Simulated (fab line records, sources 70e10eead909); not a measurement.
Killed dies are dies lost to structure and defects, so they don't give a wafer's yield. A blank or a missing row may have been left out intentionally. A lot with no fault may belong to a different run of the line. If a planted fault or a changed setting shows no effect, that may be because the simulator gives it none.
Matching of chambers + flow nandHarc + NHARC_P_GATE_DESCUM_61 on rieDiel-07 has 4 sister chambers
The step chemistry O2, time 3 s. 18 wafers are shown with their chamber, then 9 later ones without.

## WAFERS, EACH WITH ITS CHAMBER
| wafer  | chamber | showerheadPlenumPTorr (Torr) | oesProductAu (a.u.) | throttleValvePct (%) |
|--------|---------|------------------------------|---------------------|----------------------|
| L077.1 | 1       | 2.02                         | 1.012               | 11.311               |
| L077.4 | 2       | 2.04                         | 0.987               | 11.320               |
| L077.6 | 3       | 1.94                         | 1.004               | 11.311               |
| L079.2 | 0       | 1.89                         | 0.998               | 11.301               |
| L079.4 | 3       | 1.94                         | 0.991               | 11.318               |
| L079.6 | 0       | 1.89                         | 0.989               | 11.309               |
| L080.2 | 0       | 1.89                         | 1.002               | 11.323               |
| L080.5 | 0       | 1.89                         | 0.999               | 11.316               |
| L080.6 | 3       | 1.94                         | 0.992               | 11.312               |
| L081.1 | 3       | 1.94                         | 1.003               | 11.308               |
| L081.5 | 2       | 2.03                         | 0.982               | 11.309               |
| L081.6 | 1       | 2.02                         | 0.997               | 11.285               |
| L085.2 | 2       | 2.03                         | 0.997               | 11.312               |
| L085.4 | 0       | 1.89                         | 1.004               | 11.301               |
| L085.5 | 1       | 2.02                         | 1.006               | 11.318               |
| L091.2 | 0       | 1.89                         | 0.996               | 11.319               |
| L091.3 | 3       | 1.94                         | 0.989               | 11.307               |
| L091.4 | 0       | 1.89                         | 1.005               | 11.313               |

SIGNATURES, as means of the wafers listed above
| reading               | chamber 0 | chamber 1 | chamber 2 | chamber 3 | scatter within a chamber |
|-----------------------|-----------|-----------|-----------|-----------|--------------------------|
| showerheadPlenumPTorr | 1.8900    | 2.0200    | 2.0333    | 1.9400    | 0.00218                  |
| oesProductAu          | 0.99900   | 1.00500   | 0.98867   | 0.99580   | 0.00662                  |
| throttleValvePct      | 11.31171  | 11.30467  | 11.31367  | 11.31120  | 0.00919                  |
Rule: for each reading, subtract the chamber's mean from the wafer's reading, divide by that reading's scatter and square the result; add these up over the readings and take the root, which gives the wafer's distance from the chamber. The wafer belongs to the nearest chamber; if the next one is less than 2 further off, it can't be placed. The scatter is the square root of a quotient: the sum, over the shown wafers, of each reading's squared deviation from its chamber's mean, divided by wafers minus chambers.

## WAFERS WITH NO CHAMBER GIVEN
| wafer  | showerheadPlenumPTorr (Torr) | oesProductAu (a.u.) | throttleValvePct (%) |
|--------|------------------------------|---------------------|----------------------|
| L093.2 | 1.89                         | 0.997               | 11.329               |
| L093.3 | 2.03                         | 0.996               | 11.323               |
| L093.6 | 2.02                         | 1.008               | 11.317               |
| L096.1 | 2.03                         | 1.002               | 11.305               |
| L096.3 | 2.02                         | 1.007               | 11.295               |
| L096.6 | 1.89                         | 0.989               | 11.318               |
| L097.2 | 1.89                         | 1.001               | 11.304               |
| L097.4 | 1.94                         | 0.977               | 11.297               |
| L097.5 | 2.02                         | 0.992               | 11.317               |

## THE CHAMBER EACH PASSED THROUGH
| wafer  | from the rows above     | in truth |
|--------|-------------------------|----------|
| L093.2 | 0                       | 0        |
| L093.3 | 2                       | 2        |
| L093.6 | 1                       | 1        |
| L096.1 | can't be placed: 2 or 1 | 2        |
| L096.3 | 1                       | 1        |
| L096.6 | 0                       | 0        |
| L097.2 | 0                       | 0        |
| L097.4 | 3                       | 3        |
| L097.5 | 1                       | 1        |
Correct placement for 8 of the 9. Not placeable from these rows: 1 (in 1, the candidates include the true chamber). 0 placed wrongly.
